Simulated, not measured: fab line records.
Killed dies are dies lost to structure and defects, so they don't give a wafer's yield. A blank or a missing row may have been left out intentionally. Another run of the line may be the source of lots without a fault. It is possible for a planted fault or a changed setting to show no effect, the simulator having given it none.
Chamber matching ; flow n5_finfet ; N5_SD_EPI_N_ETCH_34 on rie_diel-01 has 4 sister chambers
The step etches SiARC in CF4, target depth 45.5 nm, time 75.8 s. 4 wafers are shown with their chamber, then 7 later ones without.

== EACH WAFER AND ITS CHAMBER ==
wafer;chamber;showerhead_plenum_p_Torr (Torr)
L081.3;0;2.20
L082.3;1;2.10
L088.1;3;2.27
L088.2;2;2.14

== WAFERS MISSING THEIR CHAMBER ==
wafer;showerhead_plenum_p_Torr (Torr)
L088.4;2.19
L092.4;2.26
L092.5;2.09
L092.6;2.13
L095.2;2.19
L095.4;2.19
L095.6;2.26

== WHICH CHAMBER EACH ONE RAN IN ==
wafer;from the rows above;in truth
L088.4;0;0
L092.4;3;3
L092.5;1;1
L092.6;can't be placed: 2 or 1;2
L095.2;0;0
L095.4;0;0
L095.6;3;3
Correctly placed: 6 of 7. Unplaceable from these rows: 1, with the true chamber sitting among the candidates in 1. Number placed wrongly: 0.
How it was worked out, from the rows above alone: a wafer's distance from a chamber is the root of the sum, over the readings, of the square of ((its reading less the chamber's mean) divided by the reading's scatter). If the next closest chamber is less than 2 further off than the closest, the wafer can't be placed; otherwise it belongs to the closest. For every chamber, the mean is computed from those of its wafers that are shown. The scatter (one wafer shown for each chamber): square how far every hidden wafer sits from the nearest shown wafer, average those squares and take the square root.
